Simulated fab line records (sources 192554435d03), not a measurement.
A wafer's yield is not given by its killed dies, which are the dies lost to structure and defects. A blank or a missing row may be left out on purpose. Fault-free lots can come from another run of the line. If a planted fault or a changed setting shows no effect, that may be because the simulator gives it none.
Struck lot and sound lot, side by side || flow n5_finfet || 33 steps out of a route of 1938
Sound: the wafers L174.1, L174.2, L174.3. Wafers L170.2, L170.4, L170.6 were the ones struck. At the end, the cause is stated.
At each step with rows: each side's tool, then ch and its chambers, then its first start. Under that, the readings that differ: sound wafers || struck wafers || difference of the means || sigmas: that difference in standard deviations of wafers without a fault.
alike: words and numbers the same on both sides, and readings whose means are apart by under 2 such deviations; not compared: readings that were withheld, readings missing a value for some wafer, numbers with overlapping values and no deviation given by the record, and bounds like >300 which may hide the same value.
Wherever a step has rows on one side only, a row that says differs or no value, or a row with sigmas, the two part there. Numbers that don't overlap but have no deviation are shown without sigmas and don't part them. Lack of a reading on every wafer of one side parts them only where that side has two or more wafers.

first, 10 steps without rows for these wafers: N5_SD_EPI_P_SRD_20 (time 30 s); N5_SD_EPI_P_PRECLEAN_51 (cleans in NF3:NH3, afs cycles 1, time 20 s, sublimation time 60 s); N5_SD_EPI_P_VAPOR_ETCH_44 (etches SiGe30 in NF3/Ar, time 3.3 s); N5_SD_EPI_P_EPI_21 (deposits SiGe:B, time 355 s); N5_SD_EPI_P_HM_STRIP_48 (strips SiNx in H3PO4, material SiNx, target depth 3 nm); N5_SD_EPI_P_SRD_49 (time 30 s); N5_SD_EPI_P_PRECLEAN_24 (cleans in O3/DIW, time 45 s); N5_SD_EPI_P_PRECLEAN_32 (cleans in dHF, time 10 s); N5_SD_EPI_P_PRECLEAN_33 (cleans in SC2, time 45 s); N5_SD_EPI_P_SRD_25 (time 30 s).
N5_SD_ACTIVATION_RTA_00: time 0 s.
  struck on rtp_anneal-01, day 8 14:04; sound on rtp_anneal-02 ch 0, day 10 10:34
  no value came back on the struck wafers for lamp_power_pct (%), lamp_zone_1_pct (%), wafer_temp_C_max; on the sound wafers lamp_power_pct (%) reads 8.99 8.99 8.90
then, 1 step without rows for these wafers: N5_SD_ACTIVATION_LSA_01 (time 0.0008 s).
N5_SD_ACTIVATION_RS_MEAS_03: a four-point-probe measurement.
  struck on film_metro-02, day 8 14:28; sound on film_metro-01, day 10 10:58
{"reading": "RS_SD_N (ohm/sq)", "sound": "21.77 21.74 21.62", "struck": "24.28 24.08 24.25", "difference": "+2.49", "sigmas": "+9"}
{"reading": "RS_SD_P (ohm/sq)", "sound": "55.7 55.6 56.0", "struck": "59.3 60.1 61.1", "difference": "+4.4", "sigmas": "+6"}
then, 18 steps without rows for these wafers: N5_ILD0_LINER_00 (material SiNx, target thk 4 nm, pulse time 1 s, purge time 2 s); N5_ILD0_FCVD_FILL_01 (material SiO2 flowable, target thk 200 nm, time 328.3 s); N5_ILD0_CURE_02 (time 1800 s); N5_ILD0_CMP_03 (polishes, stops on SiNx, t overpolish 1.9 s, target thk 197.38 nm); N5_ILD0_CMP_07 (polishes SiO2 flowable, stops on poly-Si, t overpolish 1.18 s, target thk 138.88 nm); N5_ILD0_PRECLEAN_10 (cleans in NF3:NH3, afs cycles 5, time 20 s, sublimation time 60 s); N5_ILD0_ALD_15 (deposits SiNx, target thk 24 nm, pulse time 1 s, ald cycles 480); N5_ILD0_CMP_12 (polishes SiNx, stops on poly-Si, t overpolish 6 s, target thk 17.67 nm); N5_SDB_HM_DEP_00 (deposits SiNx from SiH4/NH3/N2, target thk 40 nm, time 35.3 s); N5_SDB_COAT_03 (time 60 s, resist thk 100 nm); N5_SDB_COAT_04 (time 60 s, resist thk 18 nm); N5_SDB_COAT_05 (resist thk 90 nm); N5_SDB_EBR_07; N5_SDB_SOFTBAKE_06 (time 60 s); N5_SDB_EXPOSE_08 (exposes mask SDB); N5_SDB_PEB_09 (peb time 60 s); N5_SDB_DEVELOP_10 (develop time 30 s); N5_SDB_DESCUM_16 (chemistry O2, time 7.9 s).
-- the record jumps here: 6 days lie between the struck wafers' starts before and after (it left off in module SDB and takes up again in module BEOL_M4, whose first step shown is number 1111 of the route) --
N5_BEOL_M4_RC_MEAS_101:
  sound on prober-02 ch 0, day 16 07:24; struck on prober-02 ch 0, day 14 12:19
{"reading": "DIBL_N (mV/V)", "sound": "38.7 39.2 39.6", "struck": "28.7 29.1 31.1", "difference": -9.5, "sigmas": -8}
{"reading": "DIBL_P (mV/V)", "sound": "37.2 38.0 38.2", "struck": "32.0 32.4 35.0", "difference": -4.7, "sigmas": -3}
{"reading": "IOFF_N (nA/um)", "sound": "0.188 0.191 0.197", "struck": "0.070 0.074 0.099", "difference": -0.111, "sigmas": -5}
{"reading": "IOFF_N_85C (nA/um)", "sound": "3.6 3.6 3.7", "struck": "1.5 1.6 2.0", "difference": -1.9, "sigmas": -5}
{"reading": "IOFF_N_LIN (nA/um)", "sound": "0.085 0.087 0.088", "struck": "0.040 0.042 0.053", "difference": -0.042, "sigmas": -5}
{"reading": "IOFF_P (nA/um)", "sound": "0.232 0.254 0.256", "struck": "0.145 0.146 0.181", "difference": -0.090, "sigmas": -3}
{"reading": "IOFF_P_85C (nA/um)", "sound": "3.9 4.2 4.2", "struck": "2.7 2.7 3.2", "difference": -1.2, "sigmas": -3}
{"reading": "ION_N (uA/um)", "sound": "680 684 686", "struck": "589 590 609", "difference": -87, "sigmas": -11}
{"reading": "ION_P (uA/um)", "sound": "459 467 471", "struck": "435 438 444", "difference": -27, "sigmas": -4}
{"reading": "RC_DENSE_N (ohm.um)", "sound": "18.8 18.8 18.1", "struck": "21.8 21.9 21.7", "difference": "+3.2", "sigmas": "+10"}
{"reading": "RC_DENSE_P (ohm.um)", "sound": "23.3 23.6 22.6", "struck": "25.5 25.5 25.4", "difference": "+2.3", "sigmas": "+6"}
{"reading": "RC_N (ohm.um)", "sound": "15.32 15.42 14.99", "struck": "17.70 17.66 17.40", "difference": "+2.34", "sigmas": "+9"}
{"reading": "RC_P (ohm.um)", "sound": "19.1 19.2 18.5", "struck": "20.7 20.6 20.7", "difference": "+1.7", "sigmas": "+6"}
{"reading": "REXT_N (ohm.um)", "sound": "74.3 75.1 72.5", "struck": "118.6 120.2 120.3", "difference": "+45.7", "sigmas": "+29"}
{"reading": "REXT_P (ohm.um)", "sound": "96.7 96.2 97.0", "struck": "129.3 130.5 130.8", "difference": "+33.6", "sigmas": "+16"}
{"reading": "RS_SD_N (ohm/sq)", "sound": "28.3 27.9 27.8", "struck": "30.7 30.6 30.7", "difference": "+2.7", "sigmas": "+8"}
{"reading": "RS_SD_P (ohm/sq)", "sound": "65.7 66.0 66.7", "struck": "69.8 70.8 71.3", "difference": "+4.5", "sigmas": "+5"}
{"reading": "SS_N (mV/dec)", "sound": "71.8 71.3 71.9", "struck": "69.7 69.8 70.3", "difference": -1.7, "sigmas": -4}
{"reading": "SS_P (mV/dec)", "sound": "73.9 74.5 74.1", "struck": "72.2 72.0 73.7", "difference": -1.5, "sigmas": -3}
{"reading": "VT_N (mV)", "sound": "247.1 246.4 247.0", "struck": "262.7 261.2 258.9", "difference": "+14.1", "sigmas": "+5"}
{"reading": "VT_N_LVT (mV)", "sound": "97.0 96.9 97.1", "struck": "112.0 111.4 106.5", "difference": "+13.0", "sigmas": "+5"}
  alike: VT_P
-- here the record skips 5 days between the struck wafers' starts before and after, leaving off in module BEOL_M4 and picking up in module PASSIVATION (first step shown: number 1936 of the route) --
N5_PASSIVATION_PROBE_49:
  struck on prober-01, day 19 03:40; sound on prober-01, day 20 13:13
{"reading": "sort_bin_8_speed (%)", "sound": "0 0 0", "struck": "92.29 92.46 90.34", "difference": "+91.70", "sigmas": ""}
{"reading": "sort_n_pass", "sound": "1095 1104 1094", "struck": "0 0 27", "difference": -1089, "sigmas": -73}
{"reading": "sort_yield_pct (%)", "sound": "92.8 93.6 92.7", "struck": "0 0 2.3", "difference": -92, "sigmas": -71}
  alike: defect_limited_yield, killed_at_M0_to_M3, killed_at_M4_up, killed_at_contacts, killed_at_front_end, killed_at_other, killed_dies, killed_open, killed_short, sort_bin_5_function, sort_bin_6_memory

WHERE THEY PART
Earliest at N5_SD_ACTIVATION_RTA_00; latest, in this record, at N5_PASSIVATION_PROBE_49.

WHY: what had been put in by the simulator
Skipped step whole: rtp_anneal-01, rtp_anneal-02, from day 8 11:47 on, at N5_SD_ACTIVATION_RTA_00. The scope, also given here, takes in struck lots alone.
